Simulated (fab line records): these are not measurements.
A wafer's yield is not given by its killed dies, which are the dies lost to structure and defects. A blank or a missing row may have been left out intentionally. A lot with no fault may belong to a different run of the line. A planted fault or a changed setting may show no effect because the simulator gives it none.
Chamber matching    flow n5 finfet    N5_BEOL_M5_DEP_56 on pecvd-03 has 3 sister chambers
The step deposits SiCN from 3MS/NH3, target thk 8 nm, time 14 s. 16 wafers are shown with their chamber, then 8 later ones without.

WAFERS PAIRED WITH THEIR CHAMBERS
wafer   chamber  throttle valve pct (%)  showerhead plenum p Torr (Torr)
L077.2  0        9.3                     3.654
L077.3  1        9.4                     3.667
L077.6  0        9.4                     3.661
L078.1  2        8.8                     3.679
L078.2  0        9.5                     3.664
L078.5  1        9.4                     3.664
L081.3  0        9.5                     3.667
L081.4  1        9.4                     3.664
L081.5  0        9.3                     3.647
L083.4  2        8.4                     3.682
L083.5  0        9.3                     3.657
L083.6  1        9.4                     3.673
L084.2  0        9.5                     3.655
L084.4  1        9.3                     3.680
L084.5  2        8.4                     3.688
L088.1  0        9.6                     3.661

SIGNATURES (means of the wafers above)
reading                   chamber 0  chamber 1  chamber 2  scatter within a chamber
throttle valve pct        9.425      9.380      8.533      0.127
showerhead plenum p Torr  3.65825    3.66960    3.68300    0.00628
Rule: a wafer lies at a distance from a chamber equal to the root of the sum of squares, over the readings, of (its reading less the chamber's mean, divided by the reading's scatter). The wafer belongs to the nearest chamber; if the next one is less than 2 further off, it can't be placed. The scatter: take each reading less its chamber's mean, square it, sum over the shown wafers, divide by the number of wafers less the number of chambers, and take the root.

WAFERS WITHOUT THEIR CHAMBER
wafer   throttle valve pct (%)  showerhead plenum p Torr (Torr)
L088.5  8.5                     3.685
L088.6  9.3                     3.663
L091.1  9.2                     3.664
L091.2  9.0                     3.668
L091.4  9.6                     3.674
L092.2  9.5                     3.666
L092.3  9.4                     3.671
L092.4  9.4                     3.671

EACH ONE'S CHAMBER
wafer   from the rows above           in truth
L088.5  2                             2
L088.6  can't be placed: 1 or 0       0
L091.1  can't be placed: 1 or 0       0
L091.2  can't be placed: 1 or 0 or 2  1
L091.4  can't be placed: 1 or 0       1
L092.2  can't be placed: 1 or 0       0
L092.3  can't be placed: 1 or 0       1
L092.4  can't be placed: 1 or 0       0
Correct placement for 1 of the 8. Can't be placed from these rows: 7 (the true chamber is among the candidates in 7). Wrongly placed: 0.
